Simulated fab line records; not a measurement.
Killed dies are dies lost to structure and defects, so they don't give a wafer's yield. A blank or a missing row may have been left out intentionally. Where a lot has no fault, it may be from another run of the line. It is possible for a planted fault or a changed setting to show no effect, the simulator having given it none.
Check for tools in common ; flow n5-finfet ; Sampled: 10 lots, 30 wafers

## WHY THIS WAS OPENED
On 2 of the 10 lots, a flag is raised at N5_PASSIVATION_INSPECT_61 on the reading raw-defect-count. Fault-free wafers read 2.1, with a standard deviation of 1.4.
Rule: a lot is flagged in two cases, either no wafer of it has a number, or all its wafers with numbers fall more than 4 standard deviations from that mean. The rest of the lots are taken to be sound.

lot;measured;on;raw-defect-count, wafer by wafer;flag
L364;day 12 21:03;defect-inspect-01;1 0 3;
L366;day 13 02:26;defect-inspect-01;1 5 3;
L367;day 13 13:12;defect-inspect-02;1 2 3;
L372;day 14 18:41;defect-inspect-01;>300 >300 >300;FLAGGED
L378;day 15 21:15;defect-inspect-01;0 3 2;
L377;day 15 21:25;defect-inspect-01;300 >300 >300;FLAGGED
L379;day 16 02:24;defect-inspect-01;2 2 2;
L380;day 16 03:43;defect-inspect-02;2 6 1;
L387;day 18 05:55;defect-inspect-01;1 1 2;
L386;day 18 12:05;defect-inspect-01;1 3 1;
Averaged over the flagged lots the numbers come to 300.0, +297.9 from the usual (+99 or more standard deviations).

## LOT BY LOT: THE TOOL USED
The record holds 2 process steps before the reading, out of a route of 1938 steps. In each cell: the tool, then ch and the chambers that the sampled wafers went through, then the start.
lot;flag;N5_MIM_BOT_ETCH_ETCH_03;N5_PASSIVATION_PECVD_01
L364;;rie-metal-02 ch 0, day 12 19:47;pecvd-04 ch 0,2, day 12 20:32
L366;;rie-metal-01 ch 1, day 13 00:56;pecvd-04 ch 0,1,2, day 13 01:42
L367;;rie-metal-02 ch 0,1, day 13 09:59;pecvd-04 ch 0,1, day 13 10:48
L372;FLAGGED;rie-metal-02 ch 0,1, day 14 13:28;pecvd-01 ch 1,2, day 14 14:15
L378;;rie-metal-01 ch 0, day 15 18:49;pecvd-02 ch 0,2, day 15 19:46
L377;FLAGGED;rie-metal-02 ch 0,1, day 15 18:11;pecvd-02 ch 0,1,2, day 15 18:58
L379;;rie-metal-03 ch 0,1, day 15 23:11;pecvd-04 ch 0,1,2, day 16 00:01
L380;;rie-metal-01 ch 0, day 16 02:16;pecvd-02 ch 1,2, day 16 03:15
L387;;rie-metal-01 ch 0,1, day 18 03:52;pecvd-01 ch 0,1,2, day 18 04:38
L386;;rie-metal-02 ch 0,1, day 18 09:42;pecvd-02 ch 0,1,2, day 18 10:38
What the steps here do:
- N5_MIM_BOT_ETCH_ETCH_03: etches the open film in Cl2/BCl3, target depth 12 nm.
- N5_PASSIVATION_PECVD_01: deposits SiNx from SiH4/NH3/N2, target thk 200 nm, time 43.2 s.
- N5_PASSIVATION_INSPECT_61: inspects for defects (macro).

## FLAGGED OVER TOTAL, TOOL BY TOOL (the gauges that took the reading come last)
step;tool;lots run;flagged;share of the flagged lots;sound lots run after its first flagged lot
N5_MIM_BOT_ETCH_ETCH_03;rie-metal-01;4;0;none;-
N5_MIM_BOT_ETCH_ETCH_03;rie-metal-02;5;2;all;1 (L386)
N5_MIM_BOT_ETCH_ETCH_03;rie-metal-03;1;0;none;-
N5_PASSIVATION_PECVD_01;pecvd-01;2;1;some;1 (L387)
N5_PASSIVATION_PECVD_01;pecvd-02;4;1;some;3 (L378,L380,L386)
N5_PASSIVATION_PECVD_01;pecvd-04;4;0;none;-
N5_PASSIVATION_INSPECT_61;defect-inspect-01;8;2;all;4 (L378,L379,L387,L386)
N5_PASSIVATION_INSPECT_61;defect-inspect-02;2;0;none;-

## WHAT IS ALLOWED BY THE TABLE
rie-metal-02 at N5_MIM_BOT_ETCH_ETCH_03 and defect-inspect-01 at N5_PASSIVATION_INSPECT_61 are the 2 rows of the table that ran each flagged lot.
- rie-metal-02 at N5_MIM_BOT_ETCH_ETCH_03 ran 5 lots, 2 of them flagged. Lots that were sound ran on it after the first flagged one (L386); a persistent fault on the entire tool would not allow that.
- defect-inspect-01 at N5_PASSIVATION_INSPECT_61 ran 8 lots, 2 of them flagged. Lots that were sound ran on it after the first flagged one (L378, L379, L387, L386); a persistent fault on the entire tool would not allow that.
There is no row in the table that ran each flagged lot and no sound lot after the first.

## WHAT HAD BEEN PUT IN BY THE SIMULATOR
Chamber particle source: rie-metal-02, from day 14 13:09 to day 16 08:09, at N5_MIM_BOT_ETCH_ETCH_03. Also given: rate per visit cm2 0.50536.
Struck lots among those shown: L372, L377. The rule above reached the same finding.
